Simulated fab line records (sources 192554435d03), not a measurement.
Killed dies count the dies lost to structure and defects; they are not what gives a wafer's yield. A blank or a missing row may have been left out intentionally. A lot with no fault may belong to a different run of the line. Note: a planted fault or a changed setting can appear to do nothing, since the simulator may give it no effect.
Struck lot and sound lot, side by side	flow n5_finfet	15 steps out of a route of 1938
Sound: wafers L792.2, L792.4, L792.5. Wafers struck: L800.2, L800.5, L800.6. The cause comes at the end.
At each step with rows: each side's tool, then ch and its chambers, then its first start. Under that, the readings that differ: sound wafers	struck wafers	difference of the means	sigmas: that difference in standard deviations of wafers without a fault.
alike: a reading whose means differ by less than 2 such deviations, as well as words and numbers matching on both sides. not compared: withheld readings; readings where some wafer has no value; bounds like >300 that might hide an equal value; numbers whose values overlap and for which the record gives no deviation.
Wherever a step has rows on one side only, a row that says differs or no value, or a row with sigmas, the two part there. Numbers that have no deviation but don't overlap get no sigmas and don't part them. A reading that every wafer of one side lacks parts them only if that side has two wafers or more.

N5_BEOL_M15_SPUTTER_45: material Cu, target thk 100 nm, time 16.67 s.
  sound on pvd_sputter-03, day 14 17:47; struck on pvd_sputter-01, day 17 02:14
  alike: bias_v, chamber_pressure_pa, throttle_valve_pct
then, 1 step without rows for these wafers: N5_BEOL_M15_ECD_47 (material Cu, target thk 1860 nm).
N5_BEOL_M15_ANNEAL_48: time 90 s.
  sound on rtp_anneal-01 ch 0, day 14 18:11; struck on rtp_anneal-01 ch 0, day 17 02:39
  alike: wafer_temp_C_max
N5_BEOL_M15_CMP_49: polishes, stops on SiO2, t overpolish 4.9 s, target thk 850 nm.
  sound on cmp-01 ch 0,1, day 14 18:26; struck on cmp-04 ch 0,1, day 17 02:56
  alike: barrier_field_endpoint_s, motor_current_A, overpolish_run_s, retaining_ring_pressure_frac
N5_BEOL_M15_THK_MEAS_50: measures by xrf.
  sound on film_metro-01, day 14 18:44; struck on film_metro-02, day 17 03:11
  alike: M15_THK
then, 2 steps without rows for these wafers: N5_BEOL_M15_PRE_CLEAN_52 (time 15 s); N5_BEOL_M15_DEP_53 (deposits SiCN from 3MS/NH3, target thk 50 nm, time 17.8 s).
N5_BEOL_M15_RS_MEAS_54: measurement is done with a four-point probe.
  sound on film_metro-02, day 14 18:52; struck on film_metro-01, day 17 03:21
  alike: M15_RS
N5_BEOL_M15_INSPECT_55: inspects for defects (darkfield).
  sound on defect_inspect-01, day 14 18:54; struck on defect_inspect-02, day 17 03:23
  alike: raw_defect_count
N5_BEOL_M15_RC_MEAS_101:
  sound on prober-01 ch 0, day 14 19:05; struck on prober-01 ch 0, day 17 03:34
reading	sound	struck	difference	sigmas
COMB_M8_max_site (S/m)	3.3e-11 4.1e-11 2.8e-11	4.3e-11 4.4e-11 6.8e-11	+1.8e-11	+2
  alike: COMB_M10, COMB_M11, COMB_M12, COMB_M13, COMB_M14, COMB_M15, COMB_M5, COMB_M6, COMB_M7, COMB_M8, COMB_M9, SERP_M10, SERP_M11, SERP_M12, SERP_M13, SERP_M14, SERP_M14_max_site, SERP_M5, SERP_M6, SERP_M7, SERP_M8, SERP_M8_max_site, SERP_M9
then, 1 step without rows for these wafers: N5_PASSIVATION_PECVD_00 (deposits SiO2 from SiH4/N2O, target thk 200 nm, time 11.2 s).
N5_MIM_BOT_DEGAS_01: time 60 s.
  sound on pvd_sputter-02, day 14 20:26; struck on pvd_sputter-02, day 17 06:34
  alike: heater_power_w
N5_MIM_BOT_SPUTTER_00: material TiN, target thk 35 nm, time 89.7 s.
  sound on pvd_sputter-02, day 14 20:28; struck on pvd_sputter-02, day 17 06:37
reading	sound	struck	difference	sigmas
chamber_pressure_pa (Pa)	0.4981 0.5008 0.4988	0.6041 0.6024 0.6030	+0.1039	+99 or more
model.TiN_of_MIM_BOT_SPUTTER_00.thk_nm (nm)	35.2 34.8 35.2	33.2 33.8 32.6	-1.9	
  alike: throttle_valve_pct
N5_MIM_TOP_ALD_00: deposits Al2O3, purge time 3 s, co reactant pulse time 3 s.
  sound on ald_hk-01 ch 2,3, day 14 20:34; struck on ald_hk-03 ch 0,1,2, day 17 06:43
  alike: precursor_pulse_height_rel
N5_PASSIVATION_PROBE_49:
  rows exist in the record for the struck wafers here (prober-02, day 17 18:23), but not for the sound ones

WHERE THEY PART
At N5_BEOL_M15_RC_MEAS_101 first; at N5_PASSIVATION_PROBE_49 last (within this record only).

WHY: what the simulator had put in
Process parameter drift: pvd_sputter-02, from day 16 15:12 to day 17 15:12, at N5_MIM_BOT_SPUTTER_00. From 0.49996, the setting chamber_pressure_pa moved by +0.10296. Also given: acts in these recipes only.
